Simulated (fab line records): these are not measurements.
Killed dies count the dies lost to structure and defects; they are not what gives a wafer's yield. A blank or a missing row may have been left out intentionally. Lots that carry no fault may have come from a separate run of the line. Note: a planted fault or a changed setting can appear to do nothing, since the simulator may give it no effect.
Chamber matching    flow n5 finfet    4 sister chambers for N5_DUMMY_GATE_ETCH_29 on rie diel-06
The step etches underlayer in N2/H2, target depth 13 nm. 8 wafers are shown with their chamber, then 7 later ones without.

WAFERS WITH THEIR CHAMBER
wafer   chamber  drypump motor current A (A)  oes product au (a.u.)
L811.6  2        5.55                         0.72
L815.2  0        5.83                         0.76
L820.1  1        5.93                         0.76
L820.2  3        5.79                         0.95
L820.4  2        5.54                         0.71
L822.2  1        5.96                         0.76
L822.3  3        5.77                         0.95
L822.4  0        5.85                         0.76

WAFERS WITH NO CHAMBER GIVEN
wafer   drypump motor current A (A)  oes product au (a.u.)
L821.1  5.52                         0.70
L821.4  5.86                         0.74
L821.5  5.90                         0.75
L826.4  5.76                         0.93
L826.6  5.53                         0.69
L828.1  5.92                         0.75
L828.2  5.83                         0.73

CHAMBER TAKEN BY EACH
wafer   from the rows above      in truth
L821.1  2                        2
L821.4  0                        0
L821.5  can't be placed: 1 or 0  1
L826.4  3                        3
L826.6  2                        2
L828.1  1                        1
L828.2  0                        0
Correct placement for 6 of the 7. From these rows, 1 cannot be placed; in 1 the true chamber is one of the candidates. 0 placed wrongly.
How it was worked out, from the rows above alone: a wafer's distance from a chamber is the root of the sum, over the readings, of the square of ((its reading less the chamber's mean) divided by the reading's scatter). If the next closest chamber is less than 2 further off than the closest, the wafer can't be placed; otherwise it belongs to the closest. A chamber's mean is the mean of its shown wafers. The scatter is the square root of a quotient: the sum, over the shown wafers, of each reading's squared deviation from its chamber's mean, divided by wafers minus chambers.
